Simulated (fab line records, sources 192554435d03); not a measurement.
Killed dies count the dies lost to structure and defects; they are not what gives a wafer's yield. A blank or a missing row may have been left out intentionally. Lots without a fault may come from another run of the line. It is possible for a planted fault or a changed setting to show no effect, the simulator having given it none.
Struck lot and sound lot, side by side | flow n5_finfet | 43 out of 1938 route steps
Sound: these wafers, L151.2, L151.5, L151.6. Struck: wafers L165.2, L165.6 (left out: L165.3, a lot-mate that was not struck); the cause follows at the end.
At each step with rows: each side's tool, then ch and its chambers, then its first start. Under that, the readings that differ: sound wafers | struck wafers | difference of the means | sigmas: that difference in standard deviations of wafers without a fault.
alike: same words and numbers on both sides, and readings whose means sit less than 2 such deviations apart. not compared: any withheld reading, any reading some wafer has no value for, any bound like >300 that may hide the same value, and any number with overlapping values for which the record gives no deviation.
A row with sigmas, a row that says differs or no value, or rows on one side alone: a step with any of these is where the two part. Non-overlapping numbers with no deviation appear without sigmas and do not part them. A reading missing from all wafers of one side parts the sides only when that side holds two or more wafers.

N5_BEOL_M1_INSPECT_30: inspects for defects (brightfield).
  sound on defect_inspect-01 at day 7 12:14; struck on defect_inspect-02 at day 11 00:49
  alike: raw_defect_count
then, 5 steps without rows for these wafers: N5_BEOL_M1_DESCUM_33 (chemistry O2, time 7 s); N5_BEOL_M1_ETCH_77 (etches underlayer in N2/H2, target depth 6.5 nm, time 5.2 s); N5_BEOL_M1_ETCH_69 (etches SiARC in CF4, target depth 15.6 nm, time 26 s); N5_BEOL_M1_ALD_98 (deposits SiO2, target thk 2.5 nm, pulse time 1 s, co reactant pulse time 1 s); N5_BEOL_M1_ETCHBACK_99 (etches SiO2 in CHF3, target depth 5 nm, time 10.4 s).
N5_BEOL_M1_ETCH_70: etches SOC in N2/H2, target depth 80 nm, overetch 16 nm, time 120 s.
  sound on rie_diel-01 ch 0,1,3, day 8 06:37; struck on rie_diel-01 ch 1,3, day 11 12:51
  alike: chamber_pressure_mTorr, drypump_motor_current_A, h2_flow_sccm, n2_flow_sccm, oes_product_au, rf_vpp_V, showerhead_plenum_p_Torr, throttle_valve_pct
  not compared: rf_hours_counter_h
then, 5 steps without rows for these wafers: N5_BEOL_M1_STRIP_71 (strips in N2/H2); N5_BEOL_M1_STRIP_78 (strips in N2/H2); N5_BEOL_M1_VIA_ETCH_34 (etches the open film in C4F6/O2, target depth 67.8 nm, time 64.4 s); N5_BEOL_M1_STRIP_83 (strips in C4F6/O2); N5_BEOL_M1_STRIP_36 (strips in N2/H2).
N5_BEOL_M1_TRENCH_ETCH_37: etches SiOC in C4F6/O2, target depth 55.207 nm, time 29 s.
  sound on rie_diel-01 ch 0,1,3, day 8 06:49; struck on rie_diel-01 ch 1,3, day 11 13:03
  reading                                    | sound            | struck      | difference | sigmas
  oes_product_au (a.u.)                      | 0.71 0.91 0.94   | 0.70 0.61   | -0.20      | -2
  model.etch.depth_nm (nm)                   | 54.04 56.1 56.21 | 29.56 29.56 | -25.89     |
  model.BEOL_M1.feature_depth_nm (nm)        | 54 56.2 56.2     | 29.6 29.6   | -25.9      |
  model.TiN_of_BEOL_M1_HM_DEP_02.thk_nm (nm) | 17.8 17.4 17.8   | 18.6 18.8   | +1.0       |
  alike: chamber_pressure_mTorr, drypump_motor_current_A, rf_vpp_V, showerhead_plenum_p_Torr, throttle_valve_pct
  not compared: rf_hours_counter_h
then, 2 steps without rows for these wafers: N5_BEOL_M1_ETCH_41 (etches SiCN in CH3F/O2, target depth 31.9 nm, time 57.8 s); N5_BEOL_M1_STRIP_97 (strips in N2/H2, time 10 s).
N5_BEOL_M1_OCD_MEAS_38:
  sound on ocd-02 at day 8 06:58; struck on ocd-01 at day 11 13:13
  reading              | sound          | struck    | difference | sigmas
  trench_depth_nm (nm) | 53.9 56.0 56.3 | 29.3 29.3 | -26.1      | -34
then, 4 steps without rows for these wafers: N5_BEOL_M1_HM_STRIP_39 (strips TiN in peroxide tin strip, target depth 25 nm, time 158 s); N5_BEOL_M1_SRD_40 (time 30 s); N5_BEOL_M1_PRECLEAN_42 (cleans in residue remover, time 60 s); N5_BEOL_M1_SRD_43 (time 30 s).
N5_BEOL_M1_CD_MEAS_35: target cd 18 nm, target cd y 21 nm.
  sound on cd_sem-03 at day 8 07:07; struck on cd_sem-02 at day 11 13:22
  alike: cd_nm
then, 9 steps without rows for these wafers: N5_BEOL_M1_DEGAS_44 (time 60 s); N5_BEOL_M1_PRE_CLEAN_45 (time 30 s); N5_BEOL_M1_ALD_84 (deposits TaN, pulse time 2 s, purge time 3 s, co reactant purge time 2 s); N5_BEOL_M1_SURFACE_TREAT_85; N5_BEOL_M1_CVD_47 (deposits Co from CCTBA/H2, target thk 3 nm, time 223.8 s); N5_BEOL_M1_SPUTTER_48 (material Cu, target thk 4.5 nm, time 8.29 s); N5_BEOL_M1_ANNEAL_49 (time 240 s); N5_BEOL_M1_SPUTTER_79 (material Cu, target thk 4.5 nm, time 8.29 s); N5_BEOL_M1_ANNEAL_80 (time 240 s).
N5_BEOL_M1_SPUTTER_81: material Cu, target thk 4.5 nm, time 8.29 s.
  sound on pvd_sputter-02 at day 8 08:24; struck on pvd_sputter-01 at day 11 16:14
  alike: throttle_valve_pct
N5_BEOL_M1_ANNEAL_82: time 240 s.
  sound on pvd_sputter-02 at day 8 08:29; struck on pvd_sputter-01 at day 11 16:19
  alike: heater_power_w
then, 6 steps without rows for these wafers: N5_BEOL_M1_SPUTTER_86 (material Cu, target thk 4.5 nm, time 8.29 s); N5_BEOL_M1_ANNEAL_87 (time 240 s); N5_BEOL_M1_SPUTTER_88 (material Cu, target thk 4.5 nm, time 8.29 s); N5_BEOL_M1_ANNEAL_89 (time 240 s); N5_BEOL_M1_SPUTTER_90 (material Cu, target thk 4.5 nm, time 8.29 s); N5_BEOL_M1_ANNEAL_91 (time 240 s).
N5_BEOL_M1_SPUTTER_92: material Cu, target thk 4.5 nm, time 8.29 s.
  sound on pvd_sputter-02 at day 8 09:17; struck on pvd_sputter-01 at day 11 17:07
  alike: throttle_valve_pct
N5_BEOL_M1_ANNEAL_93: time 240 s.
  sound on pvd_sputter-02 at day 8 09:22; struck on pvd_sputter-01 at day 11 17:12
  alike: heater_power_w
then, 2 steps without rows for these wafers: N5_BEOL_M1_SPUTTER_94 (material Cu, target thk 4.5 nm, time 8.29 s); N5_BEOL_M1_ANNEAL_95 (time 240 s).
-- a jump in the record: the struck wafers' starts before and after are 6 days apart (it breaks off in module BEOL_M1 and resumes in module BEOL_M4, where the first step shown is number 1111 of the route) --
N5_BEOL_M4_RC_MEAS_101:
  sound on prober-01 ch 0, day 11 10:23; struck on prober-02 ch 0, day 17 07:29
  reading                      | sound       | struck  | difference | sigmas
  CHAIN_V0 (ohm/link)          | 236 231 235 | 290 296 | +59        | +7
  CHAIN_V0_max_site (ohm/link) | 245 237 246 | 299 307 | +60        | +6
  alike: DIBL_N, DIBL_P, IOFF_N, IOFF_P, ION_N, ION_P, SS_N, SS_P, VT_N, VT_P

WHERE THEY PART
Last at N5_BEOL_M4_RC_MEAS_101 as far as this record goes, first at N5_BEOL_M1_TRENCH_ETCH_37.

WHY: what the simulator had put in
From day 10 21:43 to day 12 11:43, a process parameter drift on rie_diel-01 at N5_BEOL_M1_TRENCH_ETCH_37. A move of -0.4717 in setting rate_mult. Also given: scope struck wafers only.
